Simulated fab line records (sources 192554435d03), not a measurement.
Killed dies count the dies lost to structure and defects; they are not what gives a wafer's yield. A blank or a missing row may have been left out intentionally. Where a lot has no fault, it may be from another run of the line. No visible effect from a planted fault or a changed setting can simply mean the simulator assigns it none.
Problem report, 8D (eight disciplines) form, completed by code :: flow n5 finfet :: the parts of the form that need people (team, actions taken, sign-off) are left out

1. WHAT IS WRONG
Wafers without a fault read 1499.9 rpm, standard deviation 1.2; spin speed rpm at N5_BEOL_M6_COAT_71 reads a mean of 1630.2 rpm on 6 wafers belonging to 2 lots. So: +99 or more standard deviations from the usual mean.
The step: time 60 s, resist thk 5 nm.
Earliest sighting: wafer L220.3 on litho track-05 at day 12 11:14. The record has a number at this step for 30 wafers belonging to 10 lots. Rule for "out" (also "out of limits"): further than 4 standard deviations from the usual mean. The other wafers with a number count as sound.

2. WHAT IT IS; WHAT IT IS NOT
question: which readings at this step
is: spin speed rpm
is not: plate temp C

question: which lots
is: L220, L221
is not: L210, L211, L219, L224, L226, L228, L229, L230

question: which wafers of those lots
is: all that have a number
is not: -

question: read on which tools
is: litho track-05
is not: litho track-02

question: when
is: from day 12 11:14
is not: up to then (9 sound wafers); but 15 sound wafers of L224, L226, L228, L229, L230 came after

3. WHAT RULES OUT EACH SUSPECT
Counting: a tool stays on the suspect list if, at a process step up to the reading, it processed all lots that are out and no sound lot following the first of them.
- litho track-05 at N5_BEOL_M6_COAT_71 (time 60 s, resist thk 5 nm): kept. It ran every lot that is out, first L220 (day 12 11:14), and no sound lot after that; its last sound lot up to then is L219 (day 11 17:19). On those wafers its own readings are out: spin speed rpm.
Left after counting: litho track-05 at N5_BEOL_M6_COAT_71.

4. THE CAUSE (what the simulator had put in)
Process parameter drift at N5_BEOL_M6_COAT_71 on litho track-05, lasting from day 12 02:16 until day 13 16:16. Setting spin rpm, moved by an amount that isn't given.
The count eliminated every tool but this one.

5. THE EFFECT CHAIN, in route order
Rows list readings where the struck wafers' mean (over those with a number) sits beyond 3 standard deviations from the usual. Only readings for which the record gives a usual standard deviation are gone through. hours: the time from each lot's start at the first step in this table that gives one to its start at this step, as a median over the lots. sigmas: the change in usual standard deviations.
hours: 0
step: N5_BEOL_M6_COAT_71
reading: spin speed rpm
usual: 1499.9 rpm
on struck wafers: 1630.2
change: +130.3
sigmas: +99 or more
Its process steps:
- N5_BEOL_M6_COAT_71: time 60 s, resist thk 5 nm.

6. WHAT WOULD HAVE CAUGHT IT SOONER
The fault began at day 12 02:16; the first out-of-limits reading in this record came at day 12 11:14, 9 hours later.
